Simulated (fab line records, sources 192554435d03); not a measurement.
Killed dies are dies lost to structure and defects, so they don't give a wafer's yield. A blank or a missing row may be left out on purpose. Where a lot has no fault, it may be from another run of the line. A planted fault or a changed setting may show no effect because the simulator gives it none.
fab line records -- flow n5Finfet
record: lots: 7, wafers: 21
route steps=1938 shown BEOL_M0_CUTY@702 BEOL_M0@715 BEOL_M1@753 BEOL_M2@870 BEOL_M3@931
startH: the number of hours between the record's first day and the start of the first shown wafer of the lot -- waitH: hours since the lot's step before -- " identical to the entry in the row above -- L1.1+2: one row covering several wafers at once -- - no value present, or no start provided -- * or withheld: withheld -- < > ~ a bound
route shown NAME@n: NAME is a module with steps in the file, n the number in the route of the first one -- usual: average and standard deviation across the fault-free wafers -- same: alike in all rows -- chamber/n: place in a boat -- sites: readings site by site -- _std_site: standard deviation of those values -- _edge_site: outer sites' mean less inner sites' -- radiusMm: how far each site lies from the wafer's centre -- mask NAME#n: copy n -- behind: the tool/chamber that last shaped the wafer -- hold: the reason the lot was held/the length of the hold in hours/how it ended -- device: the transistor (n, p or np) that didn't switch -- end of line: at the end of the route, the tests of the same wafers -- a step with no rows: only its recipe -- killed: dies that structure and defects cost at the first sort, which is not the same as the wafer's yield -- map: the dies of a wafer, with x for killed, . for not killed, _ for no die there
set.NAME: the setting the step ran with; set.NAME@STEP: the setting that earlier step ran with -- model.NAME: the simulator's own value behind a step, which no gauge read
lots run with intentionally changed settings; tables by step, rows by wafer
== steps ==
step: N5_BEOL_M0_CUTY_COAT_51
recipe: resist: CAR-ArF-block, spinRpm: 1500, resistThkNm: 150
lot.wafer,tool,chamber,startH,waitH,set.spinRpm,model.CAR-ArF-block_of_BEOL_M0_CUTY_COAT_51.thkNm
L077.2,lithoTrack-05,0,-,-,1500,150.8
L077.3,lithoTrack-05,0,-,-,1565,147.2
L077.4,lithoTrack-05,0,-,-,1565,146.8
L078.2,lithoTrack-03,0,-,-,1500,150
L078.5,lithoTrack-03,0,-,-,1500,149.6
L078.6,lithoTrack-03,0,-,-,1435,152.8
L082.1,lithoTrack-05,0,-,-,1500,150.4
L082.2,lithoTrack-05,0,-,-,1500,150.2
L082.5,lithoTrack-05,0,-,-,1431,154.2
L088.1+3,lithoTrack-03,0,-,-,1500,149.8
L088.4,lithoTrack-03,0,-,-,1500,149.2
L089.2,lithoTrack-05,0,-,-,1500,151
L089.3,lithoTrack-05,0,-,-,1406,155.8
L089.4,lithoTrack-05,0,-,-,1406,155.6
L094.1,lithoTrack-04,0,-,-,1357,157.4
L094.2,lithoTrack-04,0,-,-,1500,150
L094.3,lithoTrack-04,0,-,-,1357,157.6
L096.1+3,lithoTrack-05,0,-,-,1500,150
L096.2,lithoTrack-05,0,-,-,1500,149.8
step: N5_BEOL_M0_CUTY_EBR_52
recipe: solvent: PGMEA, ebrWidthMm: 1.5
step: N5_BEOL_M0_CUTY_SOFTBAKE_53
recipe: tempC: 110, timeS: 60, resist: CAR-ArF-block
step: N5_BEOL_M0_CUTY_EXPOSE_54
recipe: maskId: M0_ABLK, na: 1.35, sourceShape: conventional, sigmaOuter: 0.8, polarization: unpolarized, doseMj: 36
step: N5_BEOL_M0_CUTY_PEB_55
recipe: pebTempC: 110, pebTimeS: 60, resist: CAR-ArF-block
step: N5_BEOL_M0_CUTY_DEVELOP_56
recipe: developTimeS: 30, developer: TMAH, resist: CAR-ArF-block, rinseLiquid: diw, dry: airSpin, devTempC: 23
lot.wafer,tool,chamber,startH,waitH,set.spinRpm@BEOL_M0_CUTY_COAT_51,model.CAR-ArF-block_of_BEOL_M0_CUTY_COAT_51.thkNm
L077.2,lithoTrack-05,0,-,-,1500,149
L077.3,lithoTrack-05,0,-,-,1565,145.6
L077.4,lithoTrack-05,0,-,-,1565,145
L078.2,lithoTrack-04,0,-,-,1500,148.2
L078.5,lithoTrack-04,0,-,-,1500,147.8
L078.6,lithoTrack-04,0,-,-,1435,151
L082.1+2,lithoTrack-05,0,-,-,1500,148.6
L082.5,lithoTrack-05,0,-,-,1431,152.6
L088.1,lithoTrack-05,0,-,-,1500,148
L088.3,lithoTrack-05,0,-,-,1500,148.2
L088.4,lithoTrack-05,0,-,-,1500,147.6
L089.2,lithoTrack-05,0,-,-,1500,149.4
L089.3,lithoTrack-05,0,-,-,1406,154.2
L089.4,lithoTrack-05,0,-,-,1406,153.8
L094.1,lithoTrack-04,0,-,-,1357,155.6
L094.2,lithoTrack-04,0,-,-,1500,148.4
L094.3,lithoTrack-04,0,-,-,1357,155.8
L096.1,lithoTrack-05,0,-,-,1500,148.4
L096.2,lithoTrack-05,0,-,-,1500,148
L096.3,lithoTrack-05,0,-,-,1500,148.2
step: N5_BEOL_M0_CUTY_DESCUM_61
recipe: chemistry: O2, timeS: 7.9, sourcePowerW: 50, biasPowerW: 20, pressureMtorr: 20, rfFrequencyHz: 2.712e+07, tempC: 40, resist: CAR-ArF-block, o2FlowSccm: 225
lot.wafer,tool,chamber,startH,waitH,set.spinRpm@BEOL_M0_CUTY_COAT_51,model.CAR-ArF-block_of_BEOL_M0_CUTY_COAT_51.thkNm
L077.2,rieDiel-05,0,145.42,0.1,1500,144.2
L077.3,rieDiel-05,3,145.42,0.1,1565,140.6
L077.4,rieDiel-05,3,145.42,0.1,1565,140.2
L078.2,rieDiel-05,0,147.23,0.0,1500,143.4
L078.5,rieDiel-05,2,147.23,0.0,1500,143
L078.6,rieDiel-05,0,147.23,0.0,1435,146.2
L082.1,rieDiel-01,2,161.67,0.3,1500,143.8
L082.2,rieDiel-01,1,161.67,0.3,1500,143.6
L082.5,rieDiel-01,1,161.67,0.3,1431,147.8
L088.1+3,rieDiel-06,"3,2",195.74,0.6,1500,143.2
L088.4,rieDiel-06,1,195.74,0.6,1500,142.6
L089.2,rieDiel-05,0,207.00,0.1,1500,144.6
L089.3,rieDiel-05,1,207.00,0.1,1406,149.2
L089.4,rieDiel-05,1,207.00,0.1,1406,149
L094.1,rieDiel-06,3,247.09,0.5,1357,150.8
L094.2,rieDiel-06,1,247.09,0.5,1500,143.4
L094.3,rieDiel-06,2,247.09,0.5,1357,151
L096.1+3,rieDiel-05,"3,0",247.62,0.2,1500,143.4
L096.2,rieDiel-05,2,247.62,0.2,1500,143.2
step: N5_BEOL_M0_CUTY_ETCH_62
recipe: chemistry: CF4, target: SiARC, maskMaterial: CAR-ArF-block, timeS: 58.5, ionEnergyEv: 80, pressureMtorr: 40, sourceW: 545, biasW: 36, Ar_flow_sccm: 100, cf4FlowSccm: 100, ends: cleared
lot.wafer,tool,chamber,startH,waitH,set.aldCycles@BEOL_M0_SAQP_ALD_48,model.SiO2_of_BEOL_M0_SAQP_ALD_48.thkNm
L077.2,rieDiel-05,0,145.45,0.0,118,10
L077.3,rieDiel-05,3,145.45,0.0,118,10.8
L077.4,rieDiel-05,3,145.45,0.0,139,12.8
L078.2,rieDiel-05,0,147.26,0.0,139,12.6
L078.5,rieDiel-05,2,147.26,0.0,139,13.2
L078.6,rieDiel-05,0,147.26,0.0,139,12.8
L082.1,rieDiel-01,2,161.71,0.0,130,12.6
L082.2,rieDiel-01,1,161.71,0.0,139,13.4
L082.5,rieDiel-01,1,161.71,0.0,139,13
L088.1+3,rieDiel-06,"3,2",195.78,0.0,139,13.2
L088.4,rieDiel-06,1,195.78,0.0,139,12.2
L089.2,rieDiel-05,0,207.03,0.0,139,13.6
L089.3,rieDiel-05,1,207.03,0.0,152,14
L089.4,rieDiel-05,1,207.03,0.0,139,12.4
L094.1,rieDiel-06,3,247.13,0.0,139,13.2
L094.2,rieDiel-06,1,247.13,0.0,155,14.4
L094.3,rieDiel-06,2,247.13,0.0,139,13
L096.1,rieDiel-05,3,247.65,0.0,139,13.6
L096.2,rieDiel-05,2,247.65,0.0,118,10.4
L096.3,rieDiel-05,0,247.65,0.0,118,11.4
step: N5_BEOL_M0_CUTY_ETCH_63
recipe: chemistry: N2/H2, target: SOC, targetDepthA: 827, overetchA: 165, maskMaterial: SiARC, tempC: 40, ionEnergyEv: 200, timeS: 124, pressureMtorr: 30, sourceW: 840, biasW: 150, n2FlowSccm: 200, h2FlowSccm: 200
lot.wafer,tool,chamber,startH,waitH,set.aldCycles@BEOL_M0_SAQP_ALD_48,model.SiO2_of_BEOL_M0_SAQP_ALD_48.thkNm
L077.2,rieDiel-05,0,145.50,0.0,118,9.4
L077.3,rieDiel-05,3,145.50,0.0,118,10.2
L077.4,rieDiel-05,3,145.50,0.0,139,12
L078.2+6,rieDiel-05,0,147.31,0.0,139,12
L078.5,rieDiel-05,2,147.31,0.0,139,12.4
L082.1,rieDiel-01,2,161.76,0.0,130,11.8
L082.2,rieDiel-01,1,161.76,0.0,139,12.8
L082.5,rieDiel-01,1,161.76,0.0,139,12.4
L088.1+3,rieDiel-06,"3,2",195.82,0.0,139,12.4
L088.4,rieDiel-06,1,195.82,0.0,139,11.4
L089.2,rieDiel-05,0,207.08,0.0,139,12.8
L089.3,rieDiel-05,1,207.08,0.0,152,13.2
L089.4,rieDiel-05,1,207.08,0.0,139,11.6
L094.1,rieDiel-06,3,247.17,0.0,139,12.6
L094.2,rieDiel-06,1,247.17,0.0,155,13.4
L094.3,rieDiel-06,2,247.17,0.0,139,12.2
L096.1,rieDiel-05,3,247.70,0.0,139,12.6
L096.2,rieDiel-05,2,247.70,0.0,118,9.8
L096.3,rieDiel-05,0,247.70,0.0,118,10.8
step: N5_BEOL_M0_CUTY_STRIP_64
recipe: chemistry: N2/H2, tempC: 40, n2FlowSccm: 200, h2FlowSccm: 200, rfFrequencyHz: 6e+07
step: N5_BEOL_M0_ETCH_138
recipe: chemistry: CH3F/O2, targetDepthA: 120, target: SiCN, timeS: 31.6, ionEnergyEv: 120, pressureMtorr: 30, sourceW: 395, biasW: 75, Ar_flow_sccm: 150, CH3F_flow_sccm: 30, O2_flow_sccm: 20, ends: cleared
lot.wafer,tool,chamber,startH,waitH,set.aldCycles@BEOL_M0_SAQP_ALD_48,model.SiO2_of_BEOL_M0_SAQP_ALD_48.thkNm
L077.2,rieDiel-05,0,145.62,0.0,118,9.2
L077.3,rieDiel-05,3,145.62,0.0,118,9.8
L077.4,rieDiel-05,3,145.62,0.0,139,11.8
L078.2,rieDiel-05,0,147.43,0.0,139,11.6
L078.5,rieDiel-05,2,147.43,0.0,139,12
L078.6,rieDiel-05,0,147.43,0.0,139,11.8
L082.1,rieDiel-01,2,161.88,0.0,130,11.6
L082.2,rieDiel-01,1,161.88,0.0,139,12.4
L082.5,rieDiel-01,1,161.88,0.0,139,12
L088.1+3,rieDiel-06,"3,2",195.95,0.0,139,12
L088.4,rieDiel-06,1,195.95,0.0,139,11.2
L089.2,rieDiel-05,0,207.20,0.0,139,12.4
L089.3,rieDiel-05,1,207.20,0.0,152,12.8
L089.4,rieDiel-05,1,207.20,0.0,139,11.2
L094.1,rieDiel-06,3,247.30,0.0,139,12.2
L094.2,rieDiel-06,1,247.30,0.0,155,13.2
L094.3,rieDiel-06,2,247.30,0.0,139,12
L096.1,rieDiel-05,3,247.82,0.0,139,12.4
L096.2,rieDiel-05,2,247.82,0.0,118,9.4
L096.3,rieDiel-05,0,247.82,0.0,118,10.4
step: N5_BEOL_M0_HM_OPEN_105
recipe: chemistry: Cl2/BCl3, targetDepthA: 120, target: TiN, ionEnergyEv: 150, pressureMtorr: 10, icpW: 1000, biasW: 126, Cl2_flow_sccm: 53.25, bcl3FlowSccm: 21.75, Ar_flow_sccm: 25
step: N5_BEOL_M0_STRIP_140
recipe: chemistry: CF4, resist: SiARC, powerW: 300, biasPowerW: 75, pressureMtorr: 50, cf4FlowSccm: 150, rfFrequencyHz: 6e+07
lot.wafer,tool,chamber,startH,waitH,set.aldCycles@BEOL_M0_SAQP_ALD_48,model.SiO2_of_BEOL_M0_SAQP_ALD_48.thkNm
L077.2,rieDiel-06,0,145.89,0.1,118,8.8
L077.3,rieDiel-06,2,145.89,0.1,118,9.4
L077.4,rieDiel-06,3,145.89,0.1,139,11.2
L078.2+6,rieDiel-01,0,147.85,0.2,139,11
L078.5,rieDiel-01,3,147.85,0.2,139,11.4
L082.1,rieDiel-06,0,162.30,0.3,130,11
L082.2,rieDiel-06,1,162.30,0.3,139,11.8
L082.5,rieDiel-06,1,162.30,0.3,139,11.4
L088.1+3,rieDiel-06,"1,3",198.95,0.1,139,11.4
L088.4,rieDiel-06,0,198.95,0.1,139,10.6
L089.2,rieDiel-05,3,207.83,0.3,139,11.8
L089.3,rieDiel-05,0,207.83,0.3,152,12.2
L089.4,rieDiel-05,3,207.83,0.3,139,10.6
L094.1,rieDiel-01,0,248.34,0.1,139,11.6
L094.2,rieDiel-01,3,248.34,0.1,155,12.4
L094.3,rieDiel-01,1,248.34,0.1,139,11.4
L096.1,rieDiel-06,0,248.59,0.2,139,11.8
L096.2,rieDiel-06,2,248.59,0.2,118,9
L096.3,rieDiel-06,1,248.59,0.2,118,10
step: N5_BEOL_M1_PECVD_72
recipe: material: SiO2, targetThkA: 160, tempC: 400, precursor: TEOS/O2, pressureTorr: 5.5, rfW: 450, teosFlowSccm: 53.8, gas: O2, flowSccm: 3000, timeS: 18
lot.wafer,tool,chamber,startH,waitH,set.timeS,model.SiO2_of_BEOL_M1_PECVD_72.thkNm
L077.2+4,pecvd-04,"2,0",149.12,0.0,17.24,15.6
L077.3,pecvd-04,0,149.12,0.0,17.24,15.2
L078.2,pecvd-02,2,153.64,0.0,18.99,16.8
L078.5,pecvd-02,2,153.64,0.0,18.99,17.2
L078.6,pecvd-02,1,153.64,0.0,18,15.8
L082.1,pecvd-02,2,165.54,0.0,20.58,18
L082.2,pecvd-02,1,165.54,0.0,18,16
L082.5,pecvd-02,2,165.54,0.0,20.58,18.4
L088.1,pecvd-03,1,203.24,0.0,18,15.4
L088.3+4,pecvd-03,"2,1",203.24,0.0,18,15.8
L089.2+4,pecvd-02,"2,0",213.25,0.0,18,16
L089.3,pecvd-02,0,213.25,0.0,18,16.2
L096.1,pecvd-02,0,252.20,0.0,18,16
L096.2,pecvd-02,2,252.20,0.0,19.83,17.6
L096.3,pecvd-02,1,252.20,0.0,19.83,17.4
L094.1,pecvd-04,1,252.28,0.0,18,16.2
L094.2,pecvd-04,2,252.28,0.0,18,16.6
L094.3,pecvd-04,0,252.28,0.0,19.35,17.2
step: N5_BEOL_M2_COAT_22
recipe: resist: CAR-EUV, spinRpm: 1500, resistThkNm: 30
lot.wafer,tool,chamber,startH,waitH,set.spinRpm,model.CAR-EUV_of_BEOL_M2_COAT_22.thkNm
L077.2+3,lithoTrack-04,0,-,-,1366,31.4
L077.4,lithoTrack-04,0,-,-,1500,30
L078.2+5,lithoTrack-04,0,-,-,1500,30
L078.6,lithoTrack-04,0,-,-,1644,28.6
L082.1+5,lithoTrack-02,0,-,-,1500,30.2
L082.2,lithoTrack-02,0,-,-,1661,28.6
L088.1+3+4,lithoTrack-03,0,-,-,1500,30
L089.2+3+4,lithoTrack-02,0,-,-,1500,30
L096.1+3,lithoTrack-02,0,-,-,1372,31.4
L096.2,lithoTrack-02,0,-,-,1500,30
L094.1+2+3,lithoTrack-03,0,-,-,1500,30
step: N5_BEOL_M2_EBR_24
recipe: solvent: PGMEA, ebrWidthMm: 1.5
step: N5_BEOL_M2_SOFTBAKE_23
recipe: tempC: 110, timeS: 60, resist: CAR-EUV
step: N5_BEOL_M2_EXPOSE_25
recipe: maskId: V1, na: 0.33, sourceShape: quasar, sigmaInner: 0.2, sigmaOuter: 0.8, polarization: unpolarized, defocusNm: 5, doseMj: 63
step: N5_BEOL_M2_PEB_26
recipe: pebTempC: 100, pebTimeS: 60, resist: CAR-EUV
step: N5_BEOL_M2_DEVELOP_27
recipe: developTimeS: 30, developer: TMAH, resist: CAR-EUV, rinseLiquid: surfactantRinse, dry: airSpin, devTempC: 23
lot.wafer,tool,chamber,startH,waitH,set.spinRpm@BEOL_M2_COAT_22,model.CAR-EUV_of_BEOL_M2_COAT_22.thkNm
L077.2+3,lithoTrack-04,0,-,-,1366,31
L077.4,lithoTrack-04,0,-,-,1500,29.6
L078.2+5,lithoTrack-03,0,-,-,1500,29.6
L078.6,lithoTrack-03,0,-,-,1644,28.2
L082.1+5,lithoTrack-02,0,-,-,1500,29.6
L082.2,lithoTrack-02,0,-,-,1661,28.2
L088.1+3,lithoTrack-03,0,-,-,1500,29.6
L088.4,lithoTrack-03,0,-,-,1500,29.4
L089.2+3+4,lithoTrack-02,0,-,-,1500,29.4
L096.1+3,lithoTrack-04,0,-,-,1372,30.8
L096.2,lithoTrack-04,0,-,-,1500,29.6
L094.1+2+3,lithoTrack-03,0,-,-,1500,29.6
step: N5_BEOL_M2_DESCUM_33
recipe: chemistry: O2, timeS: 7, sourcePowerW: 50, biasPowerW: 20, pressureMtorr: 20, rfFrequencyHz: 2.712e+07, tempC: 40, resist: CAR-EUV, o2FlowSccm: 225
lot.wafer,tool,chamber,startH,waitH,set.timeS,set.spinRpm@BEOL_M2_COAT_22,model.CAR-EUV_of_BEOL_M2_COAT_22.thkNm
L077.2,rieDiel-01,1,165.12,0.0,7,1366,27.4
L077.3,rieDiel-01,2,165.12,0.0,8.367,1366,26.8
L077.4,rieDiel-01,3,165.12,0.0,8.367,1500,25.4
L078.2,rieDiel-01,3,170.48,0.0,7,1500,26.2
L078.5,rieDiel-01,1,170.48,0.0,5.463,1500,26.8
L078.6,rieDiel-01,2,170.48,0.0,7,1644,24.6
L082.1,rieDiel-01,3,184.90,0.0,7,1500,26.2
L082.2,rieDiel-01,2,184.90,0.0,7,1661,24.6
L082.5,rieDiel-01,2,184.90,0.0,5.476,1500,26.8
L088.1+3+4,rieDiel-01,"3,2,0",218.88,0.0,7,1500,26
L089.2+3,rieDiel-01,"0,1",229.65,0.1,5.531,1500,26.8
L089.4,rieDiel-01,2,229.65,0.1,7,1500,26
L096.1,rieDiel-06,3,268.75,0.0,6.599,1372,27.6
L096.2,rieDiel-06,2,268.75,0.0,7,1500,26
L096.3,rieDiel-06,1,268.75,0.0,7,1372,27.4
L094.1+3,rieDiel-06,"2,1",273.76,0.0,5.832,1500,26.6
L094.2,rieDiel-06,0,273.76,0.0,7,1500,26.2
step: N5_BEOL_M2_ETCH_77
recipe: chemistry: N2/H2, target: underlayer, targetDepthA: 65, maskMaterial: CAR-EUV, timeS: 5.2, ionEnergyEv: 200, pressureMtorr: 30, sourceW: 840, biasW: 150, n2FlowSccm: 200, h2FlowSccm: 200, ends: cleared
lot.wafer,tool,chamber,startH,waitH,set.spinRpm@BEOL_M2_COAT_22,set.timeS@BEOL_M2_DESCUM_33,model.CAR-EUV_of_BEOL_M2_COAT_22.thkNm
L077.2,rieDiel-01,1,165.16,0.0,1366,7,21.8
L077.3,rieDiel-01,2,165.16,0.0,1366,8.367,21
L077.4,rieDiel-01,3,165.16,0.0,1500,8.367,19.6
L078.2,rieDiel-01,3,170.51,0.0,1500,7,20.4
L078.5,rieDiel-01,1,170.51,0.0,1500,5.463,21
L078.6,rieDiel-01,2,170.51,0.0,1644,7,19
L082.1,rieDiel-01,3,184.94,0.0,1500,7,20.6
L082.2,rieDiel-01,2,184.94,0.0,1661,7,18.8
L082.5,rieDiel-01,2,184.94,0.0,1500,5.476,21.2
L088.1+3+4,rieDiel-01,"3,2,0",218.91,0.0,1500,7,20.4
L089.2+3,rieDiel-01,"0,1",229.68,0.0,1500,5.531,21
L089.4,rieDiel-01,2,229.68,0.0,1500,7,20.2
L096.1,rieDiel-06,3,268.78,0.0,1372,6.599,22
L096.2,rieDiel-06,2,268.78,0.0,1500,7,20.4
L096.3,rieDiel-06,1,268.78,0.0,1372,7,21.6
L094.1,rieDiel-06,2,273.79,0.0,1500,5.832,21
L094.2,rieDiel-06,0,273.79,0.0,1500,7,20.4
L094.3,rieDiel-06,1,273.79,0.0,1500,5.832,20.8
step: N5_BEOL_M2_ETCH_69
recipe: chemistry: CF4, target: SiARC, targetDepthA: 156, maskMaterial: CAR-EUV, timeS: 26, ionEnergyEv: 80, pressureMtorr: 40, sourceW: 545, biasW: 36, Ar_flow_sccm: 100, cf4FlowSccm: 100, ends: cleared
lot.wafer,tool,chamber,startH,waitH,set.spinRpm@BEOL_M2_COAT_22,set.timeS@BEOL_M2_DESCUM_33,model.CAR-EUV_of_BEOL_M2_COAT_22.thkNm
L077.2,rieDiel-01,1,165.17,0.0,1366,7,12.6
L077.3,rieDiel-01,2,165.17,0.0,1366,8.367,12
L077.4,rieDiel-01,3,165.17,0.0,1500,8.367,10.6
L078.2,rieDiel-01,3,170.53,0.0,1500,7,11.2
L078.5,rieDiel-01,1,170.53,0.0,1500,5.463,11.8
L078.6,rieDiel-01,2,170.53,0.0,1644,7,9.8
L082.1,rieDiel-01,3,184.96,0.0,1500,7,11.4
L082.2,rieDiel-01,2,184.96,0.0,1661,7,9.6
L082.5,rieDiel-01,2,184.96,0.0,1500,5.476,12
L088.1+3,rieDiel-01,"3,2",218.93,0.0,1500,7,11.2
L088.4,rieDiel-01,0,218.93,0.0,1500,7,11
L089.2+3,rieDiel-01,"0,1",229.70,0.0,1500,5.531,11.8
L089.4,rieDiel-01,2,229.70,0.0,1500,7,11
L096.1,rieDiel-06,3,268.80,0.0,1372,6.599,12.8
L096.2,rieDiel-06,2,268.80,0.0,1500,7,11.2
L096.3,rieDiel-06,1,268.80,0.0,1372,7,12.4
L094.1+3,rieDiel-06,"2,1",273.81,0.0,1500,5.832,11.6
L094.2,rieDiel-06,0,273.81,0.0,1500,7,11.2
step: N5_BEOL_M2_ALD_98
recipe: material: SiO2, targetThkA: 25, tempC: 100, aldPrecursorFamily: BDEAS, aldCoReactant: O2-plasma, pulseTimeS: 1, coReactantPulseTimeS: 1, purgeTimeS: 2, coReactantPurgeTimeS: 2, aldCycles: 17, pressureTorr: 2
step: N5_BEOL_M2_ETCHBACK_99
recipe: chemistry: CHF3, target: SiO2, targetDepthA: 50, timeS: 10.4, sourceW: 215, biasW: 47, Ar_flow_sccm: 200, CHF3_flow_sccm: 12, ionEnergyEv: 100, pressureMtorr: 30
lot.wafer,tool,chamber,startH,waitH,set.spinRpm@BEOL_M2_COAT_22,set.timeS@BEOL_M2_DESCUM_33,model.CAR-EUV_of_BEOL_M2_COAT_22.thkNm
L077.2,rieDiel-01,0,171.97,6.7,1366,7,11.8
L077.3,rieDiel-01,1,171.97,6.7,1366,8.367,11.2
L077.4,rieDiel-01,3,171.97,6.7,1500,8.367,9.8
L078.2,rieDiel-06,0,172.01,1.3,1500,7,10.4
L078.5,rieDiel-06,0,172.01,1.3,1500,5.463,11.2
L078.6,rieDiel-06,1,172.01,1.3,1644,7,9
L082.1,rieDiel-05,1,187.00,0.4,1500,7,10.6
L082.2,rieDiel-05,0,187.00,0.4,1661,7,9
L082.5,rieDiel-05,0,187.00,0.4,1500,5.476,11.2
L088.1+3+4,rieDiel-01,"2,3,1",224.70,5.6,1500,7,10.4
L089.2,rieDiel-06,3,232.81,3.0,1500,5.531,11.2
L089.3,rieDiel-06,2,232.81,3.0,1500,5.531,11
L089.4,rieDiel-06,0,232.81,3.0,1500,7,10.4
L096.1,rieDiel-06,0,275.23,5.7,1372,6.599,12.2
L096.2,rieDiel-06,1,275.23,5.7,1500,7,10.4
L096.3,rieDiel-06,2,275.23,5.7,1372,7,11.8
L094.1+3,rieDiel-06,"1,0",275.67,0.3,1500,5.832,11
L094.2,rieDiel-06,2,275.67,0.3,1500,7,10.4
step: N5_BEOL_M3_ILD_DEP_00
recipe: material: SiOC, targetThkA: 790, tempC: 350, precursor: DEMS/O2, pressureTorr: 5, rfW: 500, timeS: 15.3
lot.wafer,tool,chamber,startH,waitH,set.timeS,model.SiOC_of_BEOL_M3_ILD_DEP_00.thkNm
L077.2,pecvd-03,1,176.64,0.0,15.3,79.2
L077.3,pecvd-03,2,176.64,0.0,15.3,79
L077.4,pecvd-03,0,176.64,0.0,15.3,80.6
L078.2,pecvd-03,1,176.89,0.0,15.3,79.2
L078.5,pecvd-03,0,176.89,0.0,15.3,81
L078.6,pecvd-03,1,176.89,0.0,14.1,75
L082.1,pecvd-01,1,191.73,0.0,15.3,77.6
L082.2,pecvd-01,2,191.73,0.0,13.5,68.6
L082.5,pecvd-01,2,191.73,0.0,13.5,69.8
L088.1,pecvd-02,0,229.22,0.0,15.3,76.8
L088.3,pecvd-02,1,229.22,0.0,15.3,80
L088.4,pecvd-02,1,229.22,0.0,15.3,80.2
L089.2,pecvd-02,0,237.42,0.0,14.59,74.6
L089.3,pecvd-02,1,237.42,0.0,14.59,77
L089.4,pecvd-02,0,237.42,0.0,15.3,78.6
L096.1,pecvd-02,2,280.55,0.0,15.3,79
L096.2,pecvd-02,1,280.55,0.0,13.51,70
L096.3,pecvd-02,0,280.55,0.0,15.3,77.6
L094.1,pecvd-02,1,281.16,0.0,15.3,80.2
L094.2,pecvd-02,2,281.16,0.0,15.3,79.8
L094.3,pecvd-02,0,281.16,0.0,15.3,79.4
step: N5_BEOL_M3_THK_MEAS_01
recipe: reads: SiOC_of_BEOL_M3_ILD_DEP_00
usual: M3_ILD_THK: 79.5/1.1
lot.wafer,tool,chamber,startH,waitH,set.timeS@BEOL_M3_ILD_DEP_00,M3_ILD_THK[nm]
L077.2,filmMetro-02,-,176.71,0.1,15.3,79.3
L077.3,filmMetro-02,-,176.71,0.1,15.3,79.1
L077.4,filmMetro-02,-,176.71,0.1,15.3,80.6
L078.2,filmMetro-01,-,176.96,0.1,15.3,79.1
L078.5,filmMetro-01,-,176.96,0.1,15.3,81.0
L078.6,filmMetro-01,-,176.96,0.1,14.1,75.0
L082.1,filmMetro-01,-,191.80,0.0,15.3,77.6
L082.2,filmMetro-01,-,191.80,0.0,13.5,68.7
L082.5,filmMetro-01,-,191.80,0.0,13.5,69.9
L088.1,filmMetro-02,-,229.28,0.0,15.3,76.8
L088.3,filmMetro-02,-,229.28,0.0,15.3,80.0
L088.4,filmMetro-02,-,229.28,0.0,15.3,80.2
L089.2,filmMetro-01,-,237.49,0.1,14.59,74.8
L089.3,filmMetro-01,-,237.49,0.1,14.59,76.9
L089.4,filmMetro-01,-,237.49,0.1,15.3,78.6
L096.1,filmMetro-02,-,280.62,0.0,15.3,79.1
L096.2,filmMetro-02,-,280.62,0.0,13.51,70.1
L096.3,filmMetro-02,-,280.62,0.0,15.3,77.6
L094.1,filmMetro-01,-,281.23,0.0,15.3,80.2
L094.2,filmMetro-01,-,281.23,0.0,15.3,79.8
L094.3,filmMetro-01,-,281.23,0.0,15.3,79.5
== key ==
split: step: N5_BEOL_M0_CUTY_COAT_51, setting: spinRpm, stated: 1500, by: wafer
response: step: N5_BEOL_M0_CUTY_COAT_51, reading: model.CAR-ArF-block_of_BEOL_M0_CUTY_COAT_51.thkNm, change: -0.786, per: 1%, r: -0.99
response: step: N5_BEOL_M0_CUTY_DEVELOP_56, reading: model.CAR-ArF-block_of_BEOL_M0_CUTY_COAT_51.thkNm, change: -0.772, per: 1%, r: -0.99
response: step: N5_BEOL_M0_CUTY_DESCUM_61, reading: model.CAR-ArF-block_of_BEOL_M0_CUTY_COAT_51.thkNm, change: -0.784, per: 1%, r: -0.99
split: step: N5_BEOL_M1_PECVD_72, setting: timeS, stated: 18, by: wafer
response: step: N5_BEOL_M1_PECVD_72, reading: model.SiO2_of_BEOL_M1_PECVD_72.thkNm, change: +0.15, per: 1%, r: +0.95
split: step: N5_BEOL_M2_COAT_22, setting: spinRpm, stated: 1500, by: wafer
response: step: N5_BEOL_M2_COAT_22, reading: model.CAR-EUV_of_BEOL_M2_COAT_22.thkNm, change: -0.153, per: 1%, r: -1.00
response: step: N5_BEOL_M2_DEVELOP_27, reading: model.CAR-EUV_of_BEOL_M2_COAT_22.thkNm, change: -0.142, per: 1%, r: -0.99
response: step: N5_BEOL_M2_DESCUM_33, reading: model.CAR-EUV_of_BEOL_M2_COAT_22.thkNm, change: -0.185, per: 1%, r: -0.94
response: step: N5_BEOL_M2_ETCH_77, reading: model.CAR-EUV_of_BEOL_M2_COAT_22.thkNm, change: -0.186, per: 1%, r: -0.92
response: step: N5_BEOL_M2_ETCH_69, reading: model.CAR-EUV_of_BEOL_M2_COAT_22.thkNm, slope: -0.155, per: 1%, togetherWith: timeS@BEOL_M2_DESCUM_33, explained: 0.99
response: step: N5_BEOL_M2_ETCHBACK_99, reading: model.CAR-EUV_of_BEOL_M2_COAT_22.thkNm, slope: -0.154, per: 1%, togetherWith: timeS@BEOL_M2_DESCUM_33, explained: 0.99
split: step: N5_BEOL_M2_DESCUM_33, setting: timeS, stated: 7, by: wafer
response: step: N5_BEOL_M2_DESCUM_33, reading: model.CAR-EUV_of_BEOL_M2_COAT_22.thkNm, slope: -0.03, per: 1%, togetherWith: spinRpm@BEOL_M2_COAT_22, explained: 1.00
response: step: N5_BEOL_M2_ETCH_77, reading: model.CAR-EUV_of_BEOL_M2_COAT_22.thkNm, slope: -0.0333, per: 1%, togetherWith: spinRpm@BEOL_M2_COAT_22, explained: 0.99
response: step: N5_BEOL_M2_ETCH_69, reading: model.CAR-EUV_of_BEOL_M2_COAT_22.thkNm, slope: -0.0307, per: 1%, togetherWith: spinRpm@BEOL_M2_COAT_22, explained: 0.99
response: step: N5_BEOL_M2_ETCHBACK_99, reading: model.CAR-EUV_of_BEOL_M2_COAT_22.thkNm, slope: -0.0327, per: 1%, togetherWith: spinRpm@BEOL_M2_COAT_22, explained: 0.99
split: step: N5_BEOL_M3_ILD_DEP_00, setting: timeS, stated: 15.3, by: wafer
response: step: N5_BEOL_M3_ILD_DEP_00, reading: model.SiOC_of_BEOL_M3_ILD_DEP_00.thkNm, change: +0.695, per: 1%, r: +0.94
response: step: N5_BEOL_M3_THK_MEAS_01, reading: M3_ILD_THK, change: +0.69, per: 1%, r: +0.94
split outsideThisFile step=N5_BEOL_M0_SAQP_ALD_48 setting=aldCycles
split outsideThisFile: this setting was split too, and the file shows its column; the key of that split is in another file
